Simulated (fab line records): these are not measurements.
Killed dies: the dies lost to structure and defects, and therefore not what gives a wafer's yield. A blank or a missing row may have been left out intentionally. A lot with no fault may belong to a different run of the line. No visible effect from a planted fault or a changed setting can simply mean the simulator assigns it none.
Which tool was responsible? -- flow nand-harc -- 22 lots, 66 wafers sampled, at 6 steps of a route of 1159

WHAT THE GAUGES READ, wafer by wafer
The record holds no reading of a measuring or inspecting step that can be judged against a usual standard deviation.

WHAT TOOL EACH LOT RAN ON (gives the tool, then ch and the chambers of the sampled wafers, and finally the start)
lot,NHARC_P_STI_ETCH_42,NHARC_P_STI_ETCH_15,NHARC_P_GATE_DESCUM_61,NHARC_P_M0_DEP_32,NHARC_P_M1_CMP_23,NHARC_P_M2_ETCH_35
L075,"rie-diel-11 ch 1,2,3, day 2 14:13","rie-si-01 ch 2,3, day 2 14:24","rie-diel-07 ch 2,3, day 5 15:24","pecvd-02 ch 0,1,2, day 6 20:26","cmp-02 ch 2,3, day 6 23:49","rie-diel-11 ch 0,2,3, day 7 02:05"
L076,"rie-diel-10 ch 1,2,3, day 2 23:22","rie-si-05 ch 0,2,3, day 2 23:34","rie-diel-13 ch 1,2, day 5 21:37","pecvd-01 ch 1,2, day 6 19:47","cmp-04 ch 0,3, day 6 23:19","rie-diel-13 ch 1,2, day 7 01:35"
L077,"rie-diel-11 ch 0,3, day 3 07:21","rie-si-01 ch 2,3, day 3 07:34","rie-diel-13 ch 0,3, day 5 21:56","pecvd-01 ch 0,1,2, day 6 20:34","cmp-04 ch 1,2,3, day 7 00:12","rie-diel-13 ch 1,2,3, day 7 02:24"
L078,"rie-diel-10 ch 1,2, day 3 10:56","rie-si-02 ch 0,1,2, day 3 11:09","rie-diel-13 ch 0,1,3, day 6 03:45","pecvd-02 ch 0,1, day 7 02:01","cmp-01 ch 0,2,3, day 7 05:53","rie-diel-13 ch 1,2,3, day 7 08:02"
L079,"rie-diel-04 ch 1,2,3, day 3 17:11","rie-si-02 ch 0,1,3, day 3 17:24","rie-diel-13 ch 1,2, day 6 12:42","pecvd-04 ch 0,1,2, day 7 06:59","cmp-04 ch 0,1,2, day 7 10:29","rie-diel-11 ch 1,2,3, day 7 12:30"
L080,"rie-diel-04 ch 0,1,3, day 4 04:25","rie-si-01 ch 1,3, day 4 04:36","rie-diel-13 ch 0,1, day 6 19:46","pecvd-01 ch 0,2, day 7 11:46","cmp-02 ch 2,3, day 7 15:26","rie-diel-01 ch 0,3, day 7 17:31"
L081,"rie-diel-11 ch 0,1,2, day 4 04:34","rie-si-02 ch 0,2,3, day 4 04:47","rie-diel-07 ch 0,1,2, day 6 22:08","pecvd-04 ch 1,2, day 7 13:11","cmp-01 ch 0,2,3, day 7 16:47","rie-diel-01 ch 2,3, day 7 18:51"
L083,"rie-diel-10 ch 1,3, day 4 15:17","rie-si-02 ch 1,3, day 4 15:29","rie-diel-13 ch 1,2,3, day 7 16:19","pecvd-02 ch 1,2, day 8 12:44","cmp-04 ch 2,3, day 9 00:52","rie-diel-01 ch 2,3, day 9 02:53"
L084,"rie-diel-04 ch 0,2, day 5 00:55","rie-si-01 ch 0,1,3, day 5 01:05","rie-diel-13 ch 0,1,3, day 7 16:08","pecvd-01 ch 0,1, day 8 12:28","cmp-04 ch 0,1,3, day 8 16:52","rie-diel-13 ch 0,1,2, day 8 18:57"
L085,"rie-diel-11 ch 1,2, day 5 05:09","rie-si-02 ch 0,2,3, day 5 05:23","rie-diel-01 ch 0,2, day 8 13:56","pecvd-02 ch 0,1,2, day 9 04:38","cmp-04 ch 0,3, day 9 08:09","rie-diel-11 ch 0,3, day 9 10:19"
L086,"rie-diel-11 ch 1,2,3, day 5 13:16","rie-si-02 ch 0,1,2, day 5 13:29","rie-diel-13 ch 1,2,3, day 8 14:42","pecvd-01 ch 1,2, day 9 05:50","cmp-04 ch 0,1,2, day 9 09:16","rie-diel-11 ch 2,3, day 9 11:22"
L088,"rie-diel-11 ch 0,1,2, day 5 20:31","rie-si-05 ch 1,3, day 5 20:43","rie-diel-13 ch 0,3, day 8 14:17","pecvd-01 ch 1,2, day 9 04:59","cmp-01 ch 0,1,3, day 9 08:31","rie-diel-01 ch 1,3, day 9 10:50"
L087,"rie-diel-10 ch 0,1,3, day 5 20:41","rie-si-02 ch 0,1,2, day 5 20:53","rie-diel-07 ch 0,1,3, day 8 21:05","pecvd-02 ch 0,1, day 9 18:30","cmp-02 ch 1,2,3, day 9 22:01","rie-diel-11 ch 1,2,3, day 10 00:10"
L089,"rie-diel-04 ch 0,2,3, day 6 05:38","rie-si-02 ch 0,2,3, day 6 05:50","rie-diel-07 ch 1,2,3, day 9 01:25","pecvd-02 ch 0,1,2, day 9 23:42","cmp-02 ch 0,3, day 10 03:14","rie-diel-11 ch 0,2,3, day 10 05:17"
L090,"rie-diel-10 ch 0,1,3, day 6 11:25","rie-si-05 ch 2,3, day 6 11:37","rie-diel-13 ch 1,2, day 9 02:18","pecvd-02 ch 0,1,2, day 10 01:02","cmp-01 ch 0,3, day 10 05:01","rie-diel-11 ch 0,1,2, day 10 07:10"
L092,"rie-diel-11 ch 2,3, day 6 21:43","rie-si-02 ch 0,1,3, day 6 21:57","rie-diel-13 ch 0,1,2, day 9 21:08","pecvd-01 ch 0,1,2, day 10 12:23","cmp-02 ch 2,3, day 10 15:52","rie-diel-01 ch 0,1,2, day 10 17:59"
L091,"rie-diel-10 ch 0,1,2, day 6 21:53","rie-si-05 ch 0,2,3, day 6 22:05","rie-diel-13 ch 1,2,3, day 9 20:38","pecvd-02 ch 0,1, day 10 11:44","cmp-02 ch 1,2,3, day 10 15:16","rie-diel-11 ch 1,2,3, day 10 17:22"
L093,"rie-diel-11 ch 0,2,3, day 7 05:15","rie-si-01 ch 1,2,3, day 7 05:26","rie-diel-13 ch 1,2,3, day 10 03:55","pecvd-04 ch 1,2, day 10 19:37","cmp-01 ch 0,1,2, day 10 23:05","rie-diel-01 ch 1,2,3, day 11 01:29"
L094,"rie-diel-10 ch 0,1,3, day 7 12:22","rie-si-05 ch 1,2, day 7 12:33","rie-diel-13 ch 2,3, day 10 04:23","pecvd-02 ch 0,1,2, day 10 20:07","cmp-04 ch 1,2,3, day 10 23:34","rie-diel-13 ch 1,2, day 11 01:54"
L096,"rie-diel-11 ch 0,2,3, day 7 22:26","rie-si-02 ch 0,1, day 7 22:37","rie-diel-13 ch 0,1, day 10 20:43","pecvd-04 ch 0,1, day 11 14:19","cmp-01 ch 0,1, day 11 17:56","rie-diel-11 ch 0,1,2, day 11 19:55"
L095,"rie-diel-04 ch 0,2,3, day 7 22:35","rie-si-05 ch 1,2, day 7 22:47","rie-diel-01 ch 0,2,3, day 10 20:24","pecvd-04 ch 0,1, day 11 13:52","cmp-01 ch 1,2,3, day 11 17:27","rie-diel-11 ch 0,2,3, day 11 19:32"
L097,"rie-diel-10 ch 1,2,3, day 8 06:59","rie-si-05 ch 0,1,2, day 8 07:11","rie-diel-13 ch 0,1,3, day 11 01:38","pecvd-04 ch 0,1,2, day 11 21:12","cmp-04 ch 1,2,3, day 12 00:48","rie-diel-11 ch 0,1,2, day 12 02:57"
- NHARC_P_STI_ETCH_42: etches the open film in N2/H2, target depth 80 nm, overetch 24 nm, time 61 s.
- NHARC_P_STI_ETCH_15: etches the open film in HBr/Cl2, target depth 300 nm, time 100.1 s.
- NHARC_P_GATE_DESCUM_61: chemistry O2, time 3 s.
- NHARC_P_M0_DEP_32: deposits SiCN, target thk 30 nm.
- NHARC_P_M1_CMP_23: polishes, t overpolish 20 s, target thk 157.82 nm.
- NHARC_P_M2_ETCH_35: etches the open film in N2/H2, target depth 40 nm, overetch 12 nm, time 43.94 s.

AS READ BY THE TOOLS THEMSELVES (means over the sampled wafers that have a number; for cases with no such wafer, the mark the record gives instead)
NHARC_P_STI_ETCH_42.
lot,tool,drypump-motor-current-A (A),oes-product-au (a.u.),rf-fwd-power-W (W),rf-vpp-V (V),showerhead-plenum-p-Torr (Torr),throttle-valve-pct (%)
L075,rie-diel-11,5.7,1.006,394.9,432,2.06,14.185
L076,rie-diel-10,5.7,0.996,395.4,433,2.14,14.171
L077,rie-diel-11,5.9,0.989,395.9,432,2.09,14.173
L078,rie-diel-10,5.5,0.989,396.4,435,2.18,14.170
L079,rie-diel-04,5.8,1.009,393.3,430,1.98,14.168
L080,rie-diel-04,5.6,0.991,397.1,431,2.05,14.169
L081,rie-diel-11,5.6,1.010,393.6,428,1.96,14.171
L083,rie-diel-10,5.9,0.995,395.0,433,2.10,14.173
L084,rie-diel-04,5.6,1.002,395.0,431,2.05,14.180
L085,rie-diel-11,5.6,1.018,393.8,429,1.97,14.164
L086,rie-diel-11,5.7,1.008,394.9,431,2.06,14.168
L088,rie-diel-11,5.6,0.999,395.0,429,1.96,14.167
L087,rie-diel-10,5.4,0.999,395.8,432,2.06,14.168
L089,rie-diel-04,5.5,1.004,395.6,431,2.05,14.173
L090,rie-diel-10,5.4,0.994,394.9,431,2.06,14.167
L092,rie-diel-11,5.8,1.002,394.9,430,2.02,14.174
L091,rie-diel-10,5.2,0.982,397.2,432,2.10,14.168
L093,rie-diel-11,5.8,1.003,396.1,430,2.01,14.172
L094,rie-diel-10,5.4,0.994,396.3,431,2.06,14.169
L096,rie-diel-11,5.8,1.002,395.9,429,2.01,14.181
L095,rie-diel-04,5.5,0.995,396.5,430,2.05,14.182
L097,rie-diel-10,5.7,0.988,395.0,434,2.14,14.172

NHARC_P_STI_ETCH_15.
lot,tool,drypump-motor-current-A (A),oes-product-au (a.u.),rf-fwd-power-W (W),throttle-valve-pct (%)
L075,rie-si-01,5.1,1.019,397.5,26.405
L076,rie-si-05,5.5,1.010,397.2,26.396
L077,rie-si-01,5.1,1.014,397.8,26.404
L078,rie-si-02,6.0,1.000,398.8,26.400
L079,rie-si-02,5.8,0.996,398.5,26.408
L080,rie-si-01,5.0,1.003,398.5,26.406
L081,rie-si-02,5.9,1.001,398.7,26.409
L083,rie-si-02,5.4,0.987,397.0,26.404
L084,rie-si-01,5.1,0.999,397.1,26.405
L085,rie-si-02,5.9,0.992,396.2,26.409
L086,rie-si-02,6.0,1.000,397.3,26.411
L088,rie-si-05,5.3,0.999,395.7,26.406
L087,rie-si-02,6.0,0.998,398.2,26.409
L089,rie-si-02,5.9,1.002,396.8,26.394
L090,rie-si-05,5.6,0.999,397.5,26.402
L092,rie-si-02,5.8,1.003,397.8,26.412
L091,rie-si-05,5.4,0.989,396.1,26.407
L093,rie-si-01,5.1,0.998,396.3,26.401
L094,rie-si-05,5.4,0.996,398.8,26.401
L096,rie-si-02,5.9,0.999,398.4,26.409
L095,rie-si-05,5.3,1.005,398.5,26.399
L097,rie-si-05,5.4,1.006,396.7,26.402

NHARC_P_GATE_DESCUM_61.
lot,tool,drypump-motor-current-A (A),oes-product-au (a.u.),rf-vpp-V (V),showerhead-plenum-p-Torr (Torr),throttle-valve-pct (%)
L075,rie-diel-07,5.7,0.994,58.0,1.94,11.314
L076,rie-diel-13,5.7,1.000,57.6,1.84,11.320
L077,rie-diel-13,5.5,1.010,57.6,1.88,11.320
L078,rie-diel-13,5.6,1.012,57.4,1.88,11.316
L079,rie-diel-13,5.6,0.997,57.6,1.84,11.312
L080,rie-diel-13,5.3,0.997,57.3,1.83,11.302
L081,rie-diel-07,5.8,0.995,58.4,1.97,11.307
L083,rie-diel-13,5.8,0.998,58.3,1.89,11.310
L084,rie-diel-13,5.5,0.996,57.0,1.88,11.313
L085,rie-diel-01,6.5,1.003,56.9,1.86,11.321
L086,rie-diel-13,5.8,0.995,58.0,1.89,11.311
L088,rie-diel-13,5.5,0.998,57.5,1.87,11.317
L087,rie-diel-07,5.6,0.990,57.8,1.96,11.312
L089,rie-diel-07,5.6,0.994,58.0,1.92,11.311
L090,rie-diel-13,5.7,0.990,57.8,1.84,11.309
L092,rie-diel-13,5.5,0.997,57.7,1.83,11.315
L091,rie-diel-13,5.8,1.000,57.8,1.88,11.310
L093,rie-diel-13,5.8,0.999,57.4,1.88,11.314
L094,rie-diel-13,6.0,1.009,57.4,1.88,11.320
L096,rie-diel-13,5.3,0.997,57.1,1.82,11.313
L095,rie-diel-01,6.0,0.993,57.6,1.88,11.310
L097,rie-diel-13,5.6,0.986,57.9,1.87,11.314

NHARC_P_M0_DEP_32.
lot,tool,heater-power-w (W),rf-fwd-power-W (W)
L075,pecvd-02,629,448.8
L076,pecvd-01,486,448.9
L077,pecvd-01,531,448.5
L078,pecvd-02,610,449.3
L079,pecvd-04,536,449.7
L080,pecvd-01,612,447.8
L081,pecvd-04,470,448.4
L083,pecvd-02,553,448.3
L084,pecvd-01,595,447.5
L085,pecvd-02,622,449.6
L086,pecvd-01,478,447.0
L088,pecvd-01,508,449.4
L087,pecvd-02,681,450.3
L089,pecvd-02,617,449.6
L090,pecvd-02,636,448.9
L092,pecvd-01,560,449.3
L091,pecvd-02,674,449.4
L093,pecvd-04,500,450.9
L094,pecvd-02,638,450.3
L096,pecvd-04,497,450.3
L095,pecvd-04,460,449.6
L097,pecvd-04,503,450.9

NHARC_P_M1_CMP_23.
lot,tool,motor-current-A (A),pad-life-wafers,time-to-endpoint-s (s)
L075,cmp-02,11.1,48,30.2
L076,cmp-04,12.2,174,31.2
L077,cmp-04,11.8,182,32.1
L078,cmp-01,12.8,344,31.3
L079,cmp-04,12.3,248,31.6
L080,cmp-02,11.2,176,30.6
L081,cmp-01,13.1,410,32.1
L083,cmp-04,12.0,450,26.0
L084,cmp-04,11.7,422,30.8
L085,cmp-04,12.6,506,29.1
L086,cmp-04,12.1,519,28.8
L088,cmp-01,12.8,92,32.0
L087,cmp-02,11.7,481,28.4
L089,cmp-02,13.1,522,28.6
L090,cmp-01,13.5,234,30.4
L092,cmp-02,12.8,13,26.8
L091,cmp-02,12.1,8,29.1
L093,cmp-01,12.5,343,29.1
L094,cmp-04,12.0,188,29.4
L096,cmp-01,13.0,470,31.2
L095,cmp-01,12.5,464,30.9
L097,cmp-04,11.7,343,27.3

NHARC_P_M2_ETCH_35.
lot,tool,drypump-motor-current-A (A),oes-product-au (a.u.),rf-fwd-power-W (W),rf-vpp-V (V),showerhead-plenum-p-Torr (Torr),throttle-valve-pct (%)
L075,rie-diel-11,5.8,1.004,395.0,429.4,2.01,14.168
L076,rie-diel-13,5.8,1.005,395.4,428.7,1.97,14.172
L077,rie-diel-13,5.8,0.999,395.0,429.4,2.01,14.171
L078,rie-diel-13,5.8,1.002,395.1,431.0,2.01,14.173
L079,rie-diel-11,5.7,1.011,393.7,430.8,2.06,14.181
L080,rie-diel-01,5.8,0.980,395.8,429.3,1.98,14.174
L081,rie-diel-01,5.8,0.980,396.2,432.0,2.08,14.172
L083,rie-diel-01,5.8,1.001,395.9,431.9,2.08,14.175
L084,rie-diel-13,5.5,0.988,395.7,427.8,1.96,14.171
L085,rie-diel-11,5.9,0.995,397.0,432.5,2.09,14.181
L086,rie-diel-11,5.9,1.004,396.6,432.7,2.10,14.170
L088,rie-diel-01,5.3,0.980,396.3,428.5,1.99,14.171
L087,rie-diel-11,5.7,1.005,395.5,430.6,2.06,14.161
L089,rie-diel-11,5.8,0.997,395.1,429.4,2.01,14.168
L090,rie-diel-11,5.6,1.004,392.2,427.4,1.96,14.171
L092,rie-diel-01,5.9,1.006,395.8,429.5,1.98,14.171
L091,rie-diel-11,5.7,1.002,391.9,430.7,2.06,14.168
L093,rie-diel-01,5.5,0.990,394.9,430.0,2.02,14.175
L094,rie-diel-13,5.8,0.999,394.1,429.0,1.96,14.171
L096,rie-diel-11,5.6,0.996,392.8,427.8,1.96,14.169
L095,rie-diel-11,5.8,0.995,393.1,429.5,2.01,14.163
L097,rie-diel-11,5.6,1.000,391.4,428.5,1.96,14.169

THE ANSWER, worked out from the rows above alone
Rule: usual is defined by the lots themselves. Put in order of their means at a reading, lots are off if they are a third of the lots or fewer, leave a main group of 4 or more, and stand apart from it by a gap of 3 or more times the standard deviation of the main group's means; of several such gaps the widest counts. A main group whose means are all the same, to the digits that the tables above print for the reading, isn't used. A lot without any number at a reading at which 4 lots or more have one is off too. Any other lot the step has rows for is counted as sound. First the gauges in route order, then the tools' own readings, where a lot's mean is used as printed above. The first step at which some lot is off is used, and at that step the reading that is off furthest; a lot without a number counts as furthest.
None of the lots is off at any reading shown; this tells nothing.

WHAT HAD BEEN PUT IN BY THE SIMULATOR
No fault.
